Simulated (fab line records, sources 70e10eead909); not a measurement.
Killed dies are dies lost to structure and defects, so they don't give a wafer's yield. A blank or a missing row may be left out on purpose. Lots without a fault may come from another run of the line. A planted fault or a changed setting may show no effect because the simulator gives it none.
A struck lot beside a sound one | flow nand_harc | 16 steps out of a route of 1302
Sound: wafers L154.1, L154.2, L154.5. Struck: wafer L167.5. (L167.6 of the same lot was not struck and is left out.) The cause comes at the end.
At each step with rows: each side's tool, then ch and its chambers, then its first start. Under that, the readings that differ: sound wafers | struck wafers | difference of the means | sigmas: that difference in standard deviations of wafers without a fault.
alike: readings whose means differ by less than 2 such deviations, and words and numbers that are the same on both sides. not compared: withheld readings, readings that some wafer has no value for, bounds like >300 that may hide the same value, and numbers for which the record gives no deviation and whose values overlap.
The two part at a step that has a row with sigmas, a row that says differs or no value, or rows on one side only. Numbers that don't overlap but have no deviation are shown without sigmas and don't part them. A reading that every wafer of one side lacks parts them only if that side has two wafers or more.

NHARC_A_DECK1_JOINT_INSPECT_05:
  sound on defect_inspect-01, day 14 10:43; struck on defect_inspect-02, day 19 17:14
  alike: raw_defect_count
then, 1 step without rows for these wafers: NHARC_A_ONON_D2_DEP_00 (target thk 1000 nm).
NHARC_A_ONON_D2_THK_MEAS_02: measures by ellipsometry.
  sound on film_metro-01, day 14 11:17; struck on film_metro-02, day 19 17:48
  alike: thk_nm
then, 1 step without rows for these wafers: NHARC_A_ONON_D2_DEP_03 (target thk 1000 nm).
NHARC_A_ONON_D2_THK_MEAS_05: measures by ellipsometry.
  sound on film_metro-02, day 14 11:51; struck on film_metro-02, day 19 18:22
  alike: thk_nm
then, 1 step without rows for these wafers: NHARC_A_ONON_D2_DEP_06 (target thk 1000 nm).
NHARC_A_ONON_D2_THK_MEAS_08: measures by ellipsometry.
  sound on film_metro-02, day 14 12:25; struck on film_metro-02, day 19 18:57
  alike: thk_nm
then, 1 step without rows for these wafers: NHARC_A_ONON_D2_DEP_09 (target thk 1000 nm).
NHARC_A_ONON_D2_THK_MEAS_11: measures by ellipsometry.
  sound on film_metro-01, day 14 12:59; struck on film_metro-01, day 19 19:31
  alike: thk_nm
then, 1 step without rows for these wafers: NHARC_A_ONON_D2_DEP_12 (target thk 1000 nm).
NHARC_A_ONON_D2_THK_MEAS_14: measures by ellipsometry.
  sound on film_metro-01, day 14 13:34; struck on film_metro-02, day 19 20:05
  reading     | sound          | struck | difference | sigmas
  thk_nm (nm) | 1010 1011 1008 | 991    | -19        | -2
then, 1 step without rows for these wafers: NHARC_A_ONON_D2_ANNEAL_15 (time 3600 s).
NHARC_A_ONON_D2_DEP_16: target thk 1000 nm.
  sound on pecvd_onon-02 ch 0, day 14 21:08; struck on pecvd_onon-02 ch 0, day 20 03:08
  alike: susceptor_temp_C
NHARC_A_ONON_D2_THK_MEAS_18: measures by ellipsometry.
  sound on film_metro-01, day 14 21:39; struck on film_metro-02, day 20 03:26
  reading     | sound       | struck | difference | sigmas
  thk_nm (nm) | 986 985 983 | 706    | -279       | -34
then, 1 step without rows for these wafers: NHARC_A_ONON_D2_DEP_19 (target thk 1000 nm).
-- the record jumps here: 11 days lie between the struck wafers' starts before and after (it left off in module A_ONON_D2 and takes up again in module END, whose first step shown is number 1302 of the route) --
NHARC_END_SORT_01:
  the record has rows for the struck wafers here (prober-02 ch 0, day 31 14:43) and none for the sound ones

WHERE THEY PART
First at NHARC_A_ONON_D2_THK_MEAS_14; last, within this record, at NHARC_END_SORT_01.

WHY: what the simulator had put in
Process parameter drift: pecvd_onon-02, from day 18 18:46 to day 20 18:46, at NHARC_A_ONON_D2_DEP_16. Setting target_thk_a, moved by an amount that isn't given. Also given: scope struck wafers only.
